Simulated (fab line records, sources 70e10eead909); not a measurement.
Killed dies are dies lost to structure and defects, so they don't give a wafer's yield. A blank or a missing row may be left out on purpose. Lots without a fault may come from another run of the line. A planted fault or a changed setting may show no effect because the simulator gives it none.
Chamber matching | flow nand_harc | NHARC_A_CHANNEL_FILL_D1_CMP_10 on cmp-04: 4 sister chambers
The step polishes, target thk 150 nm. 18 wafers are shown with their chamber, then 9 later ones without.

WAFERS WITH THEIR CHAMBER
wafer  | chamber | motor_current_A (A) | edge_zone_pressure_frac | time_to_endpoint_s (s)
L075.3 | 3       | 11.9                | 1.000                   | 17.3
L075.4 | 1       | 15.7                | 1.004                   | 16.7
L075.5 | 3       | 10.9                | 0.997                   | 16.8
L077.3 | 1       | 15.8                | 0.999                   | 14.2
L077.5 | 0       | 15.4                | 1.012                   | 14.3
L077.6 | 3       | 11.9                | 0.992                   | 14.2
L078.3 | 3       | 12.9                | 1.003                   | 14.2
L078.4 | 1       | 15.2                | 1.000                   | 14.4
L078.5 | 3       | 12.3                | 1.005                   | 14.6
L084.1 | 0       | 15.4                | 1.002                   | 15.8
L084.5 | 2       | 11.2                | 0.993                   | 17.3
L084.6 | 3       | 12.0                | 0.992                   | 15.4
L085.1 | 3       | 11.3                | 1.009                   | 17.7
L085.5 | 0       | 14.6                | 0.999                   | 17.7
L085.6 | 1       | 15.5                | 1.003                   | 16.2
L088.2 | 0       | 15.0                | 1.004                   | 16.9
L088.4 | 2       | 11.5                | 0.993                   | 16.0
L088.5 | 3       | 11.7                | 0.997                   | 17.2

SIGNATURES (means of the wafers above)
reading                 | chamber 0 | chamber 1 | chamber 2 | chamber 3 | scatter within a chamber
motor_current_A         | 15.100    | 15.550    | 11.350    | 11.863    | 0.482
edge_zone_pressure_frac | 1.00425   | 1.00150   | 0.99300   | 0.99937   | 0.00512
time_to_endpoint_s      | 16.175    | 15.375    | 16.650    | 15.925    | 1.4
Rule: a wafer's distance from a chamber is the root of the sum, over the readings, of the square of ((its reading less the chamber's mean) divided by the reading's scatter). The wafer belongs to the nearest chamber; if the next one is less than 2 further off, it can't be placed. The scatter: the root of (the sum of the squares of (reading less its chamber's mean) over the shown wafers, divided by (wafers less chambers)).

WAFERS WITHOUT THEIR CHAMBER
wafer  | motor_current_A (A) | edge_zone_pressure_frac | time_to_endpoint_s (s)
L091.1 | 11.5                | 0.994                   | 15.9
L091.5 | 15.1                | 0.997                   | 15.3
L091.6 | 15.1                | 0.998                   | 13.7
L093.2 | 15.0                | 1.000                   | 15.7
L093.3 | 10.7                | 0.994                   | 14.3
L093.6 | 11.8                | 0.999                   | 16.3
L096.1 | 15.0                | 1.003                   | 16.0
L096.2 | 12.0                | 1.001                   | 17.7
L096.3 | 11.5                | 0.999                   | 15.4

WHICH CHAMBER EACH WENT THROUGH
wafer  | from the rows above     | in truth
L091.1 | can't be placed: 2 or 3 | 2
L091.5 | can't be placed: 1 or 0 | 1
L091.6 | can't be placed: 1 or 0 | 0
L093.2 | can't be placed: 0 or 1 | 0
L093.3 | can't be placed: 2 or 3 | 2
L093.6 | can't be placed: 3 or 2 | 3
L096.1 | can't be placed: 0 or 1 | 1
L096.2 | can't be placed: 3 or 2 | 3
L096.3 | can't be placed: 3 or 2 | 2
Placed correctly: 0 of 9. Can't be placed from these rows: 9 (the true chamber is among the candidates in 9). Placed wrongly: 0.
